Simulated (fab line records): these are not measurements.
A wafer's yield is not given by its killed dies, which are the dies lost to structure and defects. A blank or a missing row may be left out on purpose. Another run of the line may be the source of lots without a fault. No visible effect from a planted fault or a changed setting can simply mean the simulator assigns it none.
Matching of chambers | flow nand harc | 4 sister chambers for NHARC_A_CONTACT_ETCH_110 on rie diel-13
The step etches the open film in CF4/O2, target depth 60 nm, overetch 6 nm, time 33 s. 14 wafers are shown with their chamber, then 7 later ones without.

WAFERS, EACH WITH ITS CHAMBER
wafer  | chamber | drypump motor current A (A) | showerhead plenum p Torr (Torr) | rf fwd power W (W)
L915.1 | 2       | 6.0                         | 1.39                            | 296.2
L915.4 | 3       | 5.2                         | 1.37                            | 294.8
L915.5 | 0       | 5.8                         | 1.33                            | 298.3
L919.1 | 1       | 6.1                         | 1.36                            | 294.6
L919.4 | 3       | 5.2                         | 1.36                            | 296.1
L919.6 | 1       | 6.0                         | 1.36                            | 294.0
L918.1 | 3       | 5.2                         | 1.36                            | 295.5
L918.5 | 1       | 6.1                         | 1.36                            | 293.9
L918.6 | 2       | 6.0                         | 1.38                            | 297.4
L920.2 | 2       | 6.0                         | 1.38                            | 296.1
L920.3 | 3       | 5.1                         | 1.36                            | 293.2
L920.5 | 0       | 5.8                         | 1.33                            | 297.4
L924.4 | 3       | 5.1                         | 1.36                            | 296.2
L924.5 | 1       | 6.1                         | 1.36                            | 293.0

SIGNATURES (averages over the wafers above)
reading                  | chamber 0 | chamber 1 | chamber 2 | chamber 3 | scatter within a chamber
drypump motor current A  | 5.800     | 6.075     | 6.000     | 5.160     | 0.0442
showerhead plenum p Torr | 1.3300    | 1.3600    | 1.3833    | 1.3620    | 0.00383
rf fwd power W           | 297.850   | 293.875   | 296.567   | 295.160   | 0.939
Rule: a wafer lies at a distance from a chamber equal to the root of the sum of squares, over the readings, of (its reading less the chamber's mean, divided by the reading's scatter). The wafer belongs to the nearest chamber; if the next one is less than 2 further off, it can't be placed. How the scatter is found: for the shown wafers, subtract from each reading the mean of its chamber, square and add these, divide the total by (wafers less chambers), then take the root.

WAFERS WHOSE CHAMBER IS MISSING
wafer  | drypump motor current A (A) | showerhead plenum p Torr (Torr) | rf fwd power W (W)
L924.6 | 6.0                         | 1.38                            | 297.1
L926.2 | 5.8                         | 1.33                            | 296.1
L926.4 | 5.2                         | 1.36                            | 294.9
L926.6 | 6.0                         | 1.38                            | 296.1
L933.1 | 6.0                         | 1.36                            | 293.9
L933.3 | 5.8                         | 1.33                            | 297.8
L933.6 | 6.0                         | 1.38                            | 296.4

THE CHAMBER EACH PASSED THROUGH
wafer  | from the rows above | in truth
L924.6 | 2                   | 2
L926.2 | 0                   | 0
L926.4 | 3                   | 3
L926.6 | 2                   | 2
L933.1 | 1                   | 1
L933.3 | 0                   | 0
L933.6 | 2                   | 2
Correct placement for 7 of the 7. Left unplaced by these rows: 0. 0 placed wrongly.
